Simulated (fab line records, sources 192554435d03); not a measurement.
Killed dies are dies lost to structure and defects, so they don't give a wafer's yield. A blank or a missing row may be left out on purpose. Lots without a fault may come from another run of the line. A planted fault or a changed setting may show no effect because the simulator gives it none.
Chamber matching | flow n5_finfet | N5_BEOL_M4_DEP_57 on pecvd-04: 3 sister chambers
The step deposits SiCN from 3MS/NH3, target thk 8 nm, time 14 s. 18 wafers are shown with their chamber, then 9 later ones without.

WAFERS WITH THEIR CHAMBER
wafer  | chamber | showerhead_plenum_p_Torr (Torr) | throttle_valve_pct (%) | rf_fwd_power_W (W)
L076.2 | 0       | 3.668                           | 8.9                    | 199.5
L076.3 | 1       | 3.687                           | 9.4                    | 199.4
L076.4 | 1       | 3.701                           | 9.7                    | 200.5
L080.3 | 2       | 3.658                           | 8.8                    | 199.6
L080.4 | 1       | 3.692                           | 9.4                    | 200.0
L080.5 | 2       | 3.660                           | 9.0                    | 199.5
L082.3 | 2       | 3.662                           | 8.9                    | 199.1
L082.4 | 1       | 3.688                           | 9.7                    | 199.4
L082.5 | 2       | 3.665                           | 8.8                    | 199.8
L086.1 | 0       | 3.665                           | 9.0                    | 199.1
L086.3 | 2       | 3.668                           | 9.0                    | 198.4
L086.5 | 2       | 3.660                           | 8.7                    | 198.4
L090.2 | 1       | 3.685                           | 9.4                    | 199.2
L090.3 | 0       | 3.673                           | 9.1                    | 198.7
L090.5 | 2       | 3.662                           | 9.0                    | 199.2
L088.1 | 1       | 3.692                           | 9.8                    | 199.6
L088.3 | 2       | 3.657                           | 9.0                    | 199.9
L088.4 | 1       | 3.690                           | 9.5                    | 199.6

SIGNATURES (means of the wafers above)
reading                  | chamber 0 | chamber 1 | chamber 2 | scatter within a chamber
showerhead_plenum_p_Torr | 3.66867   | 3.69071   | 3.66150   | 0.00438
throttle_valve_pct       | 9.000     | 9.557     | 8.900     | 0.141
rf_fwd_power_W           | 199.100   | 199.671   | 199.238   | 0.508
Rule: a wafer's distance from a chamber is the root of the sum, over the readings, of the square of ((its reading less the chamber's mean) divided by the reading's scatter). The wafer belongs to the nearest chamber; if the next one is less than 2 further off, it can't be placed. The scatter: the root of (the sum of the squares of (reading less its chamber's mean) over the shown wafers, divided by (wafers less chambers)).

WAFERS WITHOUT THEIR CHAMBER
wafer  | showerhead_plenum_p_Torr (Torr) | throttle_valve_pct (%) | rf_fwd_power_W (W)
L089.1 | 3.684                           | 9.6                    | 199.3
L089.4 | 3.666                           | 8.7                    | 198.1
L089.5 | 3.693                           | 9.6                    | 198.7
L094.1 | 3.653                           | 9.0                    | 199.5
L094.5 | 3.672                           | 9.0                    | 199.9
L094.6 | 3.658                           | 8.7                    | 199.8
L095.2 | 3.703                           | 9.6                    | 198.3
L095.3 | 3.658                           | 8.8                    | 198.1
L095.4 | 3.664                           | 9.0                    | 198.6

WHICH CHAMBER EACH WENT THROUGH
wafer  | from the rows above     | in truth
L089.1 | 1                       | 1
L089.4 | can't be placed: 2 or 0 | 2
L089.5 | 1                       | 1
L094.1 | can't be placed: 2 or 0 | 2
L094.5 | can't be placed: 0 or 2 | 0
L094.6 | can't be placed: 2 or 0 | 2
L095.2 | 1                       | 1
L095.3 | can't be placed: 2 or 0 | 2
L095.4 | can't be placed: 0 or 2 | 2
Placed correctly: 3 of 9. Can't be placed from these rows: 6 (the true chamber is among the candidates in 6). Placed wrongly: 0.
